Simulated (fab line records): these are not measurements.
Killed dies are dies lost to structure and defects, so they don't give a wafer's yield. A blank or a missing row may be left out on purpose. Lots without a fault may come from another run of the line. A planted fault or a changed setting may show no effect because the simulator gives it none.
fab line records | flow n5Finfet
record lots=7 wafers=21
route steps=1938 shown WELL_APT@36 FIN_SAQP@100 FIN_CUT@157 SD_EPI_N@267
startH: hours from the record's first day to the start of the lot's first wafer shown | waitH: hours from the lot's prior step to this one | " as in the row above | L1.1+2: a single row standing in for several wafers | - either no value or no given start | * or withheld: withheld | < > ~ a bound
route shown NAME@n: NAME is a module with steps in the file, n the number in the route of the first one | usual: mean and standard deviation over wafers with no fault | same: alike in all rows | chamber/n: place in a boat | sites: per-site readings | _std_site: the values' standard deviation | _edge_site: the outer-site mean with the inner-site mean subtracted | radiusMm: how far each site lies from the wafer's centre | mask NAME#n: copy n | behind: the last tool/chamber to shape the wafer | hold: why the lot went on hold/how many hours it stayed there/how the hold came to an end | device: transistor that didn't switch, given as n, p or np | end of line: tests of these same wafers at the route's end | a step given without rows: its recipe and nothing more | killed: count of dies lost to structure and defects at first sort (not the wafer's yield) | map: dies across one wafer; x = killed, . = not, _ = none there
set.NAME: setting as actually run; set.NAME@STEP: the setting as run at that earlier step | model.NAME: the simulator's own value behind a step, which no gauge read
lots whose settings were changed on purpose; a table a step, a row a wafer
## steps
# step N5_WELL_APT_COAT_19
# recipe spinRpm=1357 resistThkNm=950
# columns lot.wafer tool chamber startH waitH set.spinRpm model.coat_of_WELL_APT_COAT_19.thkNm
L077.4 lithoTrack-03 0 - - 1357 948.2
L077.5 " 0 " " 1444 920.5
L077.6 " 0 " " 1357 947.3
L082.2 lithoTrack-04 0 - - 1357 947.7
L082.5 " 0 " " 1357 950
L082.6 " 0 " " 1357 947.6
L085.3 lithoTrack-03 0 - - 1357 947.6
L085.4 " 0 " " 1421 926
L085.5 " 0 " " 1421 925
L087.3 lithoTrack-01 0 - - 1409 931.1
L087.4 " 0 " " 1357 946.4
L087.6 " 0 " " 1409 930.1
L091.1 lithoTrack-03 0 - - 1482 909.7
L091.2 " 0 " " 1357 949.7
L091.3 " 0 " " 1357 947.6
L092.1 lithoTrack-01 0 - - 1357 954.4
L092.3 " 0 " " 1357 952.9
L092.5 " 0 " " 1235 1001
L095.1 lithoTrack-03 0 - - 1434 928.3
L095.2 " 0 " " 1434 921.7
L095.5 " 0 " " 1357 952.1
# step N5_WELL_APT_PEB_23
# recipe pebTempC=130 pebTimeS=90
# columns lot.wafer tool chamber startH waitH set.pebTempC
L077.4+6 lithoTrack-03 0 33.14 0.0 128
L077.5 " 0 " " 130
L082.2+5+6 lithoTrack-01 0 62.69 0.0 130
L085.3 lithoTrack-04 0 81.21 0.0 131.2
L085.4+5 " 0 " " 130
L087.3+4+6 lithoTrack-01 0 92.76 0.0 130
L091.1+2 lithoTrack-04 0 116.73 0.1 132.6
L091.3 " 0 " " 130
L092.1+3+5 lithoTrack-01 0 122.82 0.1 130
L095.1+2+5 lithoTrack-04 0 141.02 0.1 130
# step N5_WELL_APT_DEVELOP_24
# recipe developTimeS=45 rinseLiquid=surfactantRinse dry=airSpin devTempC=21
# step N5_WELL_APT_HARDBAKE_29
# recipe tempC=130 timeS=120
# step N5_WELL_APT_CD_MEAS_25
# recipe targetCdNm=200 landingEnergyEv=500 detector=seInlens
# usual cdNm=200.1/1.8
# columns lot.wafer tool chamber startH waitH set.pebTempC@WELL_APT_PEB_23 cdNm
L077.4 cdSem-02 0 33.26 - 128 188.2
L077.5 " 0 " " 130 200.0
L077.6 " 0 " " 128 188.8
L082.2 cdSem-03 0 62.81 - 130 200.2
L082.5 " 0 " " 130 198.0
L082.6 " 0 " " 130 201.2
L085.3 cdSem-03 0 81.33 - 131.2 207.5
L085.4 " 0 " " 130 200.5
L085.5 " 0 " " 130 200.4
L087.3 cdSem-02 0 92.88 - 130 202.5
L087.4 " 0 " " 130 199.0
L087.6 " 0 " " 130 200.3
L091.1 cdSem-01 0 116.85 - 132.6 214.0
L091.2 " 0 " " 132.6 212.7
L091.3 " 0 " " 130 198.5
L092.1 cdSem-03 0 122.93 - 130 203.6
L092.3 " 0 " " 130 201.8
L092.5 " 0 " " 130 199.4
L095.1 cdSem-02 0 141.14 - 130 202.2
L095.2 " 0 " " 130 200.4
L095.5 " 0 " " 130 199.7
# step N5_WELL_APT_DESCUM_30
# recipe chemistry=O2 timeS=7.9 sourcePowerW=50 biasPowerW=20 pressureMtorr=20 rfFrequencyHz=2.712e+07 tempC=40 o2FlowSccm=225
# columns lot.wafer tool chamber startH waitH set.pebTempC@WELL_APT_PEB_23 model.WELL_APT.cdNm
L077.4 rieDiel-01 2 34.14 0.8 128 188.2
L077.5 " 0 " " 130 200.1
L077.6 " 1 " " 128 188.8
L082.2 rieDiel-03 1 62.94 0.1 130 200
L082.5 " 1 " " 130 198.1
L082.6 " 2 " " 130 201.2
L085.3 rieDiel-06 0 81.50 0.1 131.2 207.1
L085.4 " 1 " " 130 200.6
L085.5 " 0 " " 130 200.4
L087.3 rieDiel-06 2 92.96 0.0 130 202.7
L087.4 " 0 " " 130 199.1
L087.6 " 1 " " 130 201
L091.1 rieDiel-03 2 116.94 0.0 132.6 214
L091.2 " 0 " " 132.6 212.9
L091.3 " 1 " " 130 198.4
L092.1 rieDiel-01 2 123.02 0.0 130 203.7
L092.3 " 1 " " 130 201.6
L092.5 " 3 " " 130 199.5
L095.1 rieDiel-06 3 141.23 0.0 130 202.3
L095.2 " 0 " " 130 200.6
L095.5 " 1 " " 130 200.1
# step N5_FIN_SAQP_PECVD_06
# recipe material=a-Si targetThkA=600 tempC=400 precursor=SiH4/He pressureTorr=3 rfW=100 timeS=48.1
# columns lot.wafer tool chamber startH waitH set.timeS model.a-Si_of_FIN_SAQP_PECVD_06.thkNm
L077.4 pecvd-03 1 39.87 0.0 48.1 60.94
L077.5 " 0 " " 48.1 60.4
L077.6 " 2 " " 48.1 61.03
L082.2 pecvd-01 2 69.39 0.0 48.1 59.58
L082.5 " 2 " " 48.1 60.51
L082.6 " 1 " " 48.1 60.07
L085.3 pecvd-03 0 87.66 0.0 52.14 64.57
L085.4 " 2 " " 52.14 66.37
L085.5 " 1 " " 48.1 61.32
L087.3 pecvd-01 1 98.89 0.0 54.64 66.36
L087.4 " 0 " " 48.1 59.25
L087.6 " 2 " " 48.1 59.98
L091.1 pecvd-03 0 122.65 0.0 42.53 52.55
L091.2 " 1 " " 42.53 52.5
L091.3 " 2 " " 48.1 59.44
L092.1 pecvd-04 2 128.71 0.0 50.48 62.85
L092.3 " 2 " " 50.48 64.06
L092.5 " 2 " " 48.1 60.9
L095.1 pecvd-04 1 148.14 0.0 54.93 67.88
L095.2 " 0 " " 54.93 69.11
L095.5 " 0 " " 48.1 61.73
# step N5_FIN_SAQP_THK_MEAS_07
# usual thkNm=60.2/0.84
# columns lot.wafer tool chamber startH waitH set.timeS@FIN_SAQP_PECVD_06 thkNm
L077.4 filmMetro-02 - 39.93 0.0 48.1 60.9
L077.5 " - " " 48.1 60.3
L077.6 " - " " 48.1 61.0
L082.2 filmMetro-02 - 69.48 0.1 48.1 59.6
L082.5 " - " " 48.1 60.5
L082.6 " - " " 48.1 60.1
L085.3 filmMetro-02 - 87.75 0.1 52.14 64.5
L085.4 " - " " 52.14 66.4
L085.5 " - " " 48.1 61.3
L087.3 filmMetro-01 - 98.98 0.1 54.64 66.3
L087.4 " - " " 48.1 59.3
L087.6 " - " " 48.1 59.9
L091.1 filmMetro-02 - 122.74 0.1 42.53 52.5
L091.2 " - " " 42.53 52.5
L091.3 " - " " 48.1 59.5
L092.1 filmMetro-01 - 128.83 0.1 50.48 62.8
L092.3 " - " " 50.48 64.0
L092.5 " - " " 48.1 60.8
L095.1 filmMetro-02 - 148.26 0.1 54.93 67.9
L095.2 " - " " 54.93 69.2
L095.5 " - " " 48.1 61.7
# step N5_FIN_SAQP_HM_DEP_72
# recipe material=SiO2 targetThkA=120 tempC=400 precursor=SiH4/N2O pressureTorr=0.75 rfW=275 timeS=7.2
# step N5_FIN_SAQP_COAT_49
# recipe resist=SOC tempC=250 timeS=60 spinRpm=1500 resistThkNm=100
# step N5_FIN_SAQP_HM_OPEN_73
# recipe chemistry=CHF3/O2 target=SiO2 stopOn=a-Si targetDepthA=120 overEtchFrac=1.8 maskMaterial=SOC timeS=16.8 pressureMtorr=30 sourceW=650 biasW=170 Ar_flow_sccm=200 CHF3_flow_sccm=50 O2_flow_sccm=5 ionEnergyEv=200 ends=endPoint
# step N5_FIN_SAQP_STRIP_74
# recipe chemistry=CHF3/O2 resist=SiARC rfFrequencyHz=6e+07
# step N5_FIN_SAQP_MANDREL_ETCH_22
# recipe targetDepthA=600 chemistry=HBr/Cl2 target=a-Si stopOn=SiNx btTimeS=10 overEtchFrac=0.5 timeS=30 pressureMtorr=10 icpW=800 biasW=75 HBr_flow_sccm=150 Cl2_flow_sccm=80 ends=endPoint
# usual oesProductAu=0.774/0.01
# columns lot.wafer tool chamber startH waitH set.timeS@FIN_SAQP_PECVD_06 oesProductAu model.etch.depthNm
L077.4 rieSi-02 3 40.67 0.0 48.1 0.779 60.92
L077.5 " 0 " " 48.1 0.791 60.4
L077.6 " 3 " " 48.1 0.776 60.98
L082.2 rieSi-02 0 70.22 0.0 48.1 0.768 59.58
L082.5 " 0 " " 48.1 0.779 60.51
L082.6 " 2 " " 48.1 0.781 60.07
L085.3 rieSi-02 3 88.61 0.0 52.14 0.807 64.57
L085.4 " 2 " " 52.14 0.819 66.37
L085.5 " 0 " " 48.1 0.789 61.32
L087.3 rieSi-02 0 99.85 0.0 54.64 0.828 66.36
L087.4 " 2 " " 48.1 0.776 59.23
L087.6 " 0 " " 48.1 0.769 59.95
L091.1 rieSi-05 3 123.61 0.0 42.53 0.720 52.53
L091.2 " 0 " " 42.53 0.717 52.5
L091.3 " 2 " " 48.1 0.766 59.39
L092.1 rieSi-05 0 129.70 0.0 50.48 0.790 62.77
L092.3 " 2 " " 50.48 0.797 64
L092.5 " 3 " " 48.1 0.793 60.9
L095.1 rieSi-03 2 149.13 0.0 54.93 0.838 67.83
L095.2 " 1 " " 54.93 0.853 69.09
L095.5 " 2 " " 48.1 0.783 61.73
# step N5_FIN_CUT_COAT_02
# recipe resist=CAR-EUV spinRpm=1500 resistThkNm=30
# columns lot.wafer tool chamber startH waitH set.spinRpm model.CAR-EUV_of_FIN_CUT_COAT_02.thkNm
L077.4 lithoTrack-04 0 - - 1500 30
L077.5+6 " 0 " " 1339 31.8
L082.2+6 lithoTrack-02 0 - - 1500 30
L082.5 " 0 " " 1500 30.2
L085.3+4 lithoTrack-02 0 - - 1500 30
L085.5 " 0 " " 1416 30.8
L087.3+6 lithoTrack-04 0 - - 1500 30
L087.4 " 0 " " 1432 30.8
L091.1+3 lithoTrack-04 0 - - 1585 29.2
L091.2 " 0 " " 1500 30
L092.1 lithoTrack-02 0 - - 1384 31.4
L092.3+5 " 0 " " 1500 30.2
L095.1 lithoTrack-02 0 - - 1614 29
L095.2 " 0 " " 1500 30.2
L095.5 " 0 " " 1614 29.2
# step N5_FIN_CUT_EXPOSE_05
# recipe maskId=FIN_CUT na=0.33 sourceShape=annular sigmaInner=0.35 sigmaOuter=0.8 polarization=unpolarized doseMj=45.75
# columns lot.wafer tool chamber startH waitH mask set.doseMj
L077.4+5 euvScanner-01 0 44.85 - FIN_CUT#0 43.17
L077.6 " 0 " " FIN_CUT#0 45.75
L082.2+5+6 euvScanner-02 0 75.74 - FIN_CUT#0 45.75
L085.3+4+5 euvScanner-02 0 92.90 - FIN_CUT#0 45.75
L087.3+4+6 euvScanner-01 0 104.22 - FIN_CUT#0 45.75
L091.1 euvScanner-01 0 128.10 - FIN_CUT#0 42.82
L091.2+3 " 0 " " FIN_CUT#0 45.75
L092.1+3+5 euvScanner-02 0 134.07 - FIN_CUT#0 45.75
L095.1+2+5 euvScanner-02 0 153.56 - FIN_CUT#0 45.75
# step N5_FIN_CUT_PEB_06
# recipe pebTempC=100 pebTimeS=60 resist=CAR-EUV
# step N5_FIN_CUT_DEVELOP_07
# recipe developTimeS=30 developer=TMAH resist=CAR-EUV rinseLiquid=surfactantRinse dry=airSpin devTempC=23
# columns lot.wafer tool chamber startH waitH set.spinRpm@FIN_CUT_COAT_02 model.CAR-EUV_of_FIN_CUT_COAT_02.thkNm
L077.4 lithoTrack-01 0 - - 1500 29.6
L077.5 " 0 " " 1339 31.2
L077.6 " 0 " " 1339 31.4
L082.2+5+6 lithoTrack-01 0 - - 1500 29.6
L085.3+4 lithoTrack-04 0 - - 1500 29.6
L085.5 " 0 " " 1416 30.4
L087.3+6 lithoTrack-01 0 - - 1500 29.6
L087.4 " 0 " " 1432 30.2
L091.1+3 lithoTrack-02 0 - - 1585 28.8
L091.2 " 0 " " 1500 29.6
L092.1 lithoTrack-01 0 - - 1384 31
L092.3+5 " 0 " " 1500 29.8
L095.1+5 lithoTrack-04 0 - - 1614 28.6
L095.2 " 0 " " 1500 29.8
# step N5_FIN_CUT_CD_MEAS_08
# recipe targetCdNm=29.1 landingEnergyEv=500 detector=seInlens polarity=opening
# usual cdNm=29.09/0.23
# columns lot.wafer tool chamber startH waitH set.doseMj@FIN_CUT_EXPOSE_05 cdNm
L077.4 cdSem-02 0 44.96 - 43.17 27.92
L077.5 " 0 " " 43.17 28.30
L077.6 " 0 " " 45.75 28.82
L082.2 cdSem-01 0 75.87 - 45.75 28.89
L082.5 " 0 " " 45.75 28.98
L082.6 " 0 " " 45.75 28.92
L085.3 cdSem-03 0 93.02 - 45.75 29.19
L085.4 " 0 " " 45.75 29.52
L085.5 " 0 " " 45.75 29.24
L087.3 cdSem-03 0 104.34 - 45.75 28.97
L087.4 " 0 " " 45.75 29.18
L087.6 " 0 " " 45.75 28.98
L091.1 cdSem-03 0 128.23 - 42.82 27.93
L091.2 " 0 " " 45.75 29.31
L091.3 " 0 " " 45.75 29.45
L092.1 cdSem-03 0 134.20 - 45.75 28.89
L092.3 " 0 " " 45.75 29.07
L092.5 " 0 " " 45.75 28.81
L095.1 cdSem-02 0 153.69 - 45.75 28.85
L095.2 " 0 " " 45.75 29.12
L095.5 " 0 " " 45.75 29.04
# step N5_FIN_CUT_DESCUM_13
# recipe chemistry=O2 timeS=7 sourcePowerW=50 biasPowerW=20 pressureMtorr=20 rfFrequencyHz=2.712e+07 tempC=40 resist=CAR-EUV o2FlowSccm=225
# step N5_FIN_CUT_ETCH_30
# recipe chemistry=N2/H2 target=underlayer targetDepthA=130 maskMaterial=CAR-EUV timeS=10.4 ionEnergyEv=200 pressureMtorr=30 sourceW=840 biasW=150 n2FlowSccm=200 h2FlowSccm=200 ends=cleared
# columns lot.wafer tool chamber startH waitH set.doseMj@FIN_CUT_EXPOSE_05 model.FIN_CUT.cdOffsetNm
L077.4+5 rieDiel-02 1,3 45.12 0.0 43.17 -1
L077.6 " 0 " " 45.75 -0.2
L082.2 rieDiel-02 0 76.02 0.0 45.75 -0.4
L082.5 " 1 " " 45.75 -0.2
L082.6 " 2 " " 45.75 0
L085.3 rieDiel-04 1 93.17 0.0 45.75 0.2
L085.4 " 2 " " 45.75 0.4
L085.5 " 0 " " 45.75 0
L087.3 rieDiel-04 1 104.50 0.0 45.75 0.2
L087.4+6 " 3,0 " " 45.75 0
L091.1 rieDiel-02 1 128.39 0.0 42.82 -1.2
L091.2 " 2 " " 45.75 0.2
L091.3 " 0 " " 45.75 0
L092.1+5 rieDiel-05 3,1 134.36 0.0 45.75 -0.4
L092.3 " 0 " " 45.75 0
L095.1+2+5 rieDiel-05 3,0,0 153.85 0.0 45.75 0
# step N5_FIN_CUT_ETCH_20
# recipe chemistry=CF4 target=SiARC targetDepthA=260 maskMaterial=CAR-EUV timeS=43.3 ionEnergyEv=80 pressureMtorr=40 sourceW=545 biasW=36 Ar_flow_sccm=100 cf4FlowSccm=100 ends=cleared
# columns lot.wafer tool chamber startH waitH set.doseMj@FIN_CUT_EXPOSE_05 model.FIN_CUT.cdOffsetNm
L077.4+5 rieDiel-02 1,3 45.14 0.0 43.17 -1
L077.6 " 0 " " 45.75 -0.2
L082.2 rieDiel-02 0 76.04 0.0 45.75 -0.4
L082.5 " 1 " " 45.75 0
L082.6 " 2 " " 45.75 -0.2
L085.3 rieDiel-04 1 93.19 0.0 45.75 0.4
L085.4 " 2 " " 45.75 0.2
L085.5 " 0 " " 45.75 0
L087.3 rieDiel-04 1 104.52 0.0 45.75 0.4
L087.4 " 3 " " 45.75 0
L087.6 " 0 " " 45.75 0.2
L091.1 rieDiel-02 1 128.41 0.0 42.82 -1
L091.2 " 2 " " 45.75 0.4
L091.3 " 0 " " 45.75 0
L092.1+5 rieDiel-05 3,1 134.38 0.0 45.75 -0.4
L092.3 " 0 " " 45.75 0
L095.1 rieDiel-05 3 153.87 0.0 45.75 0
L095.2+5 " 0 " " 45.75 -0.2
# step N5_SD_EPI_N_EXPOSE_06
# recipe maskId=SD_N_BLK na=1.35 sourceShape=conventional sigmaOuter=0.8 polarization=unpolarized targetCdNm=120 doseMj=39.75
# columns lot.wafer tool chamber startH waitH mask set.doseMj
L077.4+5+6 arfiScanner-01 0 66.86 - SD_N_BLK#0 39.75
L082.2+5+6 arfiScanner-03 0 100.78 - SD_N_BLK#0 39.75
L085.3+5 arfiScanner-02 0 115.56 - SD_N_BLK#0 37.24
L085.4 " 0 " " SD_N_BLK#0 39.75
L087.3+4 arfiScanner-01 0 126.10 - SD_N_BLK#0 39.75
L087.6 " 0 " " SD_N_BLK#0 36.84
L091.1 arfiScanner-03 0 149.37 - SD_N_BLK#0 39.75
L091.2+3 " 0 " " SD_N_BLK#0 40.84
L092.1 arfiScanner-01 0 156.98 - SD_N_BLK#0 40.82
L092.3+5 " 0 " " SD_N_BLK#0 39.75
L095.1+2+5 arfiScanner-01 0 182.71 - SD_N_BLK#0 39.75
# step N5_SD_EPI_N_DEVELOP_08
# recipe developTimeS=30 developer=TMAH resist=CAR-ArF-block devTempC=23 rinseLiquid=diw dry=airSpin
# columns lot.wafer tool chamber startH waitH set.developTimeS
L077.4+6 lithoTrack-04 0 - - 24.88
L077.5 " 0 " " 30
L082.2+5+6 lithoTrack-01 0 - - 30
L085.3+5 lithoTrack-03 0 - - 34.88
L085.4 " 0 " " 30
L087.3+4+6 lithoTrack-04 0 - - 30
L091.1+3 lithoTrack-01 0 - - 27.1
L091.2 " 0 " " 30
L092.1+5 lithoTrack-03 0 - - 30
L092.3 " 0 " " 23.38
L095.1+2 lithoTrack-04 0 - - 30
L095.5 " 0 " " 25.67
# step N5_SD_EPI_N_CD_MEAS_09
# recipe targetCdNm=120 landingEnergyEv=500 detector=seInlens
# usual cdNm=120.1/0.63
# columns lot.wafer tool chamber startH waitH set.doseMj@SD_EPI_N_EXPOSE_06 cdNm
L077.4 cdSem-01 0 66.97 - 39.75 119.0
L077.5 " 0 " " 39.75 120.8
L077.6 " 0 " " 39.75 118.8
L082.2 cdSem-02 0 100.90 - 39.75 119.9
L082.5 " 0 " " 39.75 119.4
L082.6 " 0 " " 39.75 119.0
L085.3 cdSem-03 0 115.67 - 37.24 115.9
L085.4 " 0 " " 39.75 121.2
L085.5 " 0 " " 37.24 117.0
L087.3 cdSem-02 0 126.21 - 39.75 119.8
L087.4 " 0 " " 39.75 119.4
L087.6 " 0 " " 36.84 113.5
L091.1 cdSem-02 0 149.49 - 39.75 119.9
L091.2 " 0 " " 40.84 121.3
L091.3 " 0 " " 40.84 121.7
L092.1 cdSem-01 0 157.10 - 40.82 123.2
L092.3 " 0 " " 39.75 119.7
L092.5 " 0 " " 39.75 120.1
L095.1 cdSem-03 0 182.84 - 39.75 119.8
L095.2 " 0 " " 39.75 119.8
L095.5 " 0 " " 39.75 119.4
# step N5_SD_EPI_N_DESCUM_14
# recipe chemistry=O2 timeS=7.9 sourcePowerW=50 biasPowerW=20 pressureMtorr=20 rfFrequencyHz=2.712e+07 tempC=40 resist=CAR-ArF-block o2FlowSccm=225
# columns lot.wafer tool chamber startH waitH set.doseMj@SD_EPI_N_EXPOSE_06 model.SD_EPI_N.cdNm
L077.4+6 rieDiel-03 1,3 67.17 0.1 39.75 118.8
L077.5 " 2 " " 39.75 120.8
L082.2 rieDiel-06 0 101.04 0.1 39.75 120
L082.5 " 2 " " 39.75 119.6
L082.6 " 1 " " 39.75 119.2
L085.3 rieDiel-01 1 115.76 0.0 37.24 115.8
L085.4 " 3 " " 39.75 121.6
L085.5 " 2 " " 37.24 116.6
L087.3 rieDiel-01 3 126.51 0.2 39.75 -
L087.4 " 1 " " 39.75 119.6
L087.6 " 2 " " 36.84 113.6
L091.1 rieDiel-03 0 149.59 0.0 39.75 119.8
L091.2 " 3 " " 40.84 121
L091.3 " 1 " " 40.84 121.6
L092.1 rieDiel-06 1 157.25 0.1 40.82 122.8
L092.3 " 3 " " 39.75 119.8
L092.5 " 3 " " 39.75 120.2
L095.1+2 rieDiel-03 1,3 183.39 0.5 39.75 119.8
L095.5 " 2 " " 39.75 119.2
# step N5_SD_EPI_N_ETCH_34
# recipe chemistry=CF4 target=SiARC targetDepthA=455 maskMaterial=CAR-ArF-block timeS=75.8 ionEnergyEv=80 pressureMtorr=40 sourceW=545 biasW=36 Ar_flow_sccm=100 cf4FlowSccm=100 ends=cleared
# step N5_SD_EPI_N_ETCH_35
# recipe chemistry=N2/H2 target=SOC overetchA=1080 maskMaterial=SiARC tempC=40 ionEnergyEv=100 sourceW=3000 biasW=133 pressureMtorr=20 timeS=486 n2FlowSccm=200 h2FlowSccm=200
# columns lot.wafer tool chamber startH waitH set.doseMj@SD_EPI_N_EXPOSE_06 model.SD_EPI_N.cdNm
L077.4 rieDiel-03 1 67.26 0.0 39.75 118
L077.5 " 2 " " 39.75 120.6
L077.6 " 3 " " 39.75 118.6
L082.2 rieDiel-06 0 101.13 0.0 39.75 120
L082.5 " 2 " " 39.75 120.6
L082.6 " 1 " " 39.75 118.8
L085.3 rieDiel-01 1 115.85 0.0 37.24 115.8
L085.4 " 3 " " 39.75 122.6
L085.5 " 2 " " 37.24 114.6
L087.3 rieDiel-01 3 126.61 0.0 39.75 120.6
L087.4 " 1 " " 39.75 120.4
L087.6 " 2 " " 36.84 111.8
L091.1 rieDiel-03 0 149.68 0.0 39.75 118.8
L091.2 " 3 " " 40.84 119.8
L091.3 " 1 " " 40.84 121.2
L092.1 rieDiel-06 1 157.34 0.0 40.82 122.4
L092.3 " 3 " " 39.75 121.4
L092.5 " 3 " " 39.75 121.8
L095.1 rieDiel-03 1 183.48 0.0 39.75 120.4
L095.2 " 3 " " 39.75 118.4
L095.5 " 2 " " 39.75 118.8
## key
split step=N5_WELL_APT_COAT_19 setting=spinRpm stated=1357 by=wafer
response step=N5_WELL_APT_COAT_19 reading=model.coat_of_WELL_APT_COAT_19.thkNm change=-4.63 per=1% r=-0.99
split step=N5_WELL_APT_PEB_23 setting=pebTempC stated=130 by=wafer
response step=N5_WELL_APT_CD_MEAS_25 reading=cdNm change=+7.47 per=1% r=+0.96
response step=N5_WELL_APT_DESCUM_30 reading=model.WELL_APT.cdNm change=+7.51 per=1% r=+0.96
split step=N5_FIN_SAQP_PECVD_06 setting=timeS stated=48.1 by=wafer
response step=N5_FIN_SAQP_PECVD_06 reading=model.a-Si_of_FIN_SAQP_PECVD_06.thkNm change=+0.512 per=1% r=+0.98
response step=N5_FIN_SAQP_THK_MEAS_07 reading=thkNm change=* per=1% r=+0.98
response step=N5_FIN_SAQP_MANDREL_ETCH_22 reading=oesProductAu change=+0.0039 per=1% r=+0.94
response step=N5_FIN_SAQP_MANDREL_ETCH_22 reading=model.etch.depthNm change=+0.511 per=1% r=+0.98
split step=N5_FIN_CUT_COAT_02 setting=spinRpm stated=1500 by=wafer
response step=N5_FIN_CUT_COAT_02 reading=model.CAR-EUV_of_FIN_CUT_COAT_02.thkNm change=-0.157 per=1% r=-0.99
response step=N5_FIN_CUT_DEVELOP_07 reading=model.CAR-EUV_of_FIN_CUT_COAT_02.thkNm change=-0.153 per=1% r=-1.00
split step=N5_FIN_CUT_EXPOSE_05 setting=doseMj stated=45.75 by=wafer
response step=N5_FIN_CUT_CD_MEAS_08 reading=cdNm change=+0.182 per=1% r=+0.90
response step=N5_FIN_CUT_ETCH_30 reading=model.FIN_CUT.cdOffsetNm change=+0.176 per=1% r=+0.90
response step=N5_FIN_CUT_ETCH_20 reading=model.FIN_CUT.cdOffsetNm change=+0.167 per=1% r=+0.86
split step=N5_SD_EPI_N_EXPOSE_06 setting=doseMj stated=39.75 by=wafer
response step=N5_SD_EPI_N_CD_MEAS_09 reading=cdNm change=+0.815 per=1% r=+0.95
response step=N5_SD_EPI_N_DESCUM_14 reading=model.SD_EPI_N.cdNm change=+0.83 per=1% r=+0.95
response step=N5_SD_EPI_N_ETCH_35 reading=model.SD_EPI_N.cdNm change=+1.08 per=1% r=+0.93
split step=N5_SD_EPI_N_DEVELOP_08 setting=developTimeS stated=30 by=wafer
response none clear
